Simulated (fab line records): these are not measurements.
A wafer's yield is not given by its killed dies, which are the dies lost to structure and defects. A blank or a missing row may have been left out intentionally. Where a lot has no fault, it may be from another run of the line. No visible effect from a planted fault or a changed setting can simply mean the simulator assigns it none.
Chamber matching + flow n5Finfet + N5_HKMG_FIN_DESCUM_53 on rieDiel-01 has 4 sister chambers
The step chemistry O2, time 7.9 s. 14 wafers are shown with their chamber, then 7 later ones without.

== WAFERS, EACH WITH ITS CHAMBER ==
| wafer  | chamber | showerheadPlenumPTorr (Torr) | throttleValvePct (%) | oesProductAu (a.u.) |
|--------|---------|------------------------------|----------------------|---------------------|
| L074.3 | 0       | 2.06                         | 20.40                | 0.68                |
| L074.4 | 2       | 2.05                         | 20.39                | 0.70                |
| L074.5 | 0       | 2.06                         | 20.39                | 0.68                |
| L089.2 | 0       | 2.05                         | 20.22                | 0.96                |
| L089.5 | 0       | 2.05                         | 20.23                | 0.97                |
| L089.6 | 1       | 2.16                         | 20.52                | 0.73                |
| L090.2 | 0       | 2.05                         | 20.23                | 0.95                |
| L090.5 | 3       | 2.07                         | 20.38                | 0.67                |
| L090.6 | 0       | 2.05                         | 20.23                | 0.96                |
| L093.3 | 2       | 2.04                         | 20.43                | 0.68                |
| L093.5 | 0       | 2.05                         | 20.24                | 0.94                |
| L093.6 | 1       | 2.16                         | 20.53                | 0.72                |
| L094.1 | 3       | 2.07                         | 20.40                | 0.67                |
| L094.3 | 1       | 2.15                         | 20.54                | 0.72                |

SIGNATURES (means of the wafers above)
| reading               | chamber 0 | chamber 1 | chamber 2 | chamber 3 | scatter within a chamber |
|-----------------------|-----------|-----------|-----------|-----------|--------------------------|
| showerheadPlenumPTorr | 2.0529    | 2.1567    | 2.0450    | 2.0700    | 0.00509                  |
| throttleValvePct      | 20.2771   | 20.5300   | 20.4100   | 20.3900   | 0.0635                   |
| oesProductAu          | 0.8771    | 0.7233    | 0.6900    | 0.6700    | 0.105                    |
Rule: a wafer lies at a distance from a chamber equal to the root of the sum of squares, over the readings, of (its reading less the chamber's mean, divided by the reading's scatter). If the next closest chamber is less than 2 further off than the closest, the wafer can't be placed; otherwise it belongs to the closest. The scatter: the root of (the sum of the squares of (reading less its chamber's mean) over the shown wafers, divided by (wafers less chambers)).

== WAFERS WHOSE CHAMBER IS MISSING ==
| wafer  | showerheadPlenumPTorr (Torr) | throttleValvePct (%) | oesProductAu (a.u.) |
|--------|------------------------------|----------------------|---------------------|
| L094.5 | 2.04                         | 20.44                | 0.69                |
| L096.3 | 2.04                         | 20.45                | 0.68                |
| L096.5 | 2.04                         | 20.44                | 0.69                |
| L096.6 | 2.15                         | 20.56                | 0.72                |
| L097.1 | 2.04                         | 20.26                | 0.91                |
| L097.2 | 2.15                         | 20.55                | 0.72                |
| L097.6 | 2.04                         | 20.45                | 0.69                |

== EACH ONE'S CHAMBER ==
| wafer  | from the rows above     | in truth |
|--------|-------------------------|----------|
| L094.5 | 2                       | 2        |
| L096.3 | 2                       | 2        |
| L096.5 | 2                       | 2        |
| L096.6 | 1                       | 1        |
| L097.1 | can't be placed: 0 or 2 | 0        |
| L097.2 | 1                       | 1        |
| L097.6 | 2                       | 2        |
Correct placement for 6 of the 7. Cannot be placed on the basis of these rows: 1; the candidates contain the true chamber in 1. Wrongly placed: 0.
